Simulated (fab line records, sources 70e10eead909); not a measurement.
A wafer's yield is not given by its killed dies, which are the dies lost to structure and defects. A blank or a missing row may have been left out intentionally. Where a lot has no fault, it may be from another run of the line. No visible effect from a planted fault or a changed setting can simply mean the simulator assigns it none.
2 desks, one fault	flow nand_harc	every desk sees just its own numbers, and what lay behind them comes last

== THE METROLOGY DESK ==
Lot by lot, what the gauges showed, no matter which tool ran the lot: averages of those sampled wafers that carry a number. Marked OUT: a lot whose mean sits more than 4 standard deviations from the usual mean, which makes it out of limits; the brackets give that distance.
Columns: A = overlay_x_nm at NHARC_HYBRID_BOND_OVL_MEAS_05, usual 3 nm; B = overlay_y_nm at NHARC_HYBRID_BOND_OVL_MEAS_05, usual 1 nm
lot	first seen here	A	B
L189	day 24 09:31	5	-4
L191	day 24 14:58	5	-3
L193	day 25 03:35	19	9
L194	day 25 03:35	15	15
L197	day 26 16:16	14	11
L195	day 27 00:34	9	5
L198	day 27 00:34	5	-48
L199	day 28 19:43	-14	20
L207	day 30 06:34	-10	-14
L208	day 32 09:00	20	12
L210	day 32 09:01	-3	-9
L212	day 32 09:01	-37	4
L209	day 32 14:46	21	-5
L211	day 33 04:26	8	18
Result from this desk: across the 14 lots, nothing is out of limits.

== AT THE TOOL OWNER'S DESK: rie_diel-13 ==
The tool's own readings at NHARC_THIN_TSV_ETCH_44 (etches the open film in CF4/O2, target depth 1594.2 nm, time 797.1 s): means of the sampled wafers that have a number, for each lot that ran on this tool. Marked OUT: a lot whose mean sits more than 4 standard deviations from the usual mean, which makes it out of limits; the brackets give that distance.
Columns: A = chamber_pressure_mTorr at NHARC_THIN_TSV_ETCH_44, usual 30.004 mTorr; B = drypump_motor_current_A at NHARC_THIN_TSV_ETCH_44, usual 5.7 A; C = oes_product_au at NHARC_THIN_TSV_ETCH_44, usual 1.004 a.u.; D = rf_fwd_power_W at NHARC_THIN_TSV_ETCH_44, usual 299.6 W; E = rf_vpp_V at NHARC_THIN_TSV_ETCH_44, usual 794 V; F = showerhead_plenum_p_Torr at NHARC_THIN_TSV_ETCH_44, usual 1.83 Torr; G = throttle_valve_pct at NHARC_THIN_TSV_ETCH_44, usual 16.915 %
lot	first seen here	A	B	C	D	E	F	G
L193	day 25 06:35	30.023	6.0	1.000	299.5	790	1.77	16.916
L197	day 26 20:26	29.983	6.0	1.006	299.9	794	1.82	16.918
L195	day 27 03:41	29.999	5.7	1.003	300.9	793	1.82	16.924
L198	day 27 04:46	29.989	5.7	0.919 (-9.7) OUT	259.7 (-44) OUT	793	1.82	16.916
L199	day 28 22:42	30.027	6.0	0.839 (-19) OUT	219.0 (-89) OUT	791	1.77	16.914
L208	day 32 12:05	30.015	5.7	1.003	300.2	792	1.79	16.913
L210	day 32 13:10	30.003	6.0	0.991	300.3	794	1.82	16.916
L212	day 32 14:25	30.018	5.7	1.004	300.0	792	1.79	16.908
This desk finds L198, L199 out of limits, L198 being first, at day 27 04:46 (oes_product_au at NHARC_THIN_TSV_ETCH_44). L193, L197, L195, L208, L210, L212 stayed within limits.

== ALL TOGETHER ==
The tool owner's desk had the chance to raise an alarm at day 27 04:46 on L198, L199.
At the metrology desk, nothing out of limits was observed.
The metrology desk holds a record of L198, L199, inside its limits.
The lots listed all ran NHARC_THIN_TSV_ETCH_44 on rie_diel-13.

== WHAT WAS PUT IN BY THE SIMULATOR ==
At NHARC_THIN_TSV_ETCH_44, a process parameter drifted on rie_diel-13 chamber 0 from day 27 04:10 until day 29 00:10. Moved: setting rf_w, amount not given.
Shown lots that were struck: L198, L199.
Delay in hours, fault start to first out-of-limits reading, by desk: the tool owner's desk at 1.
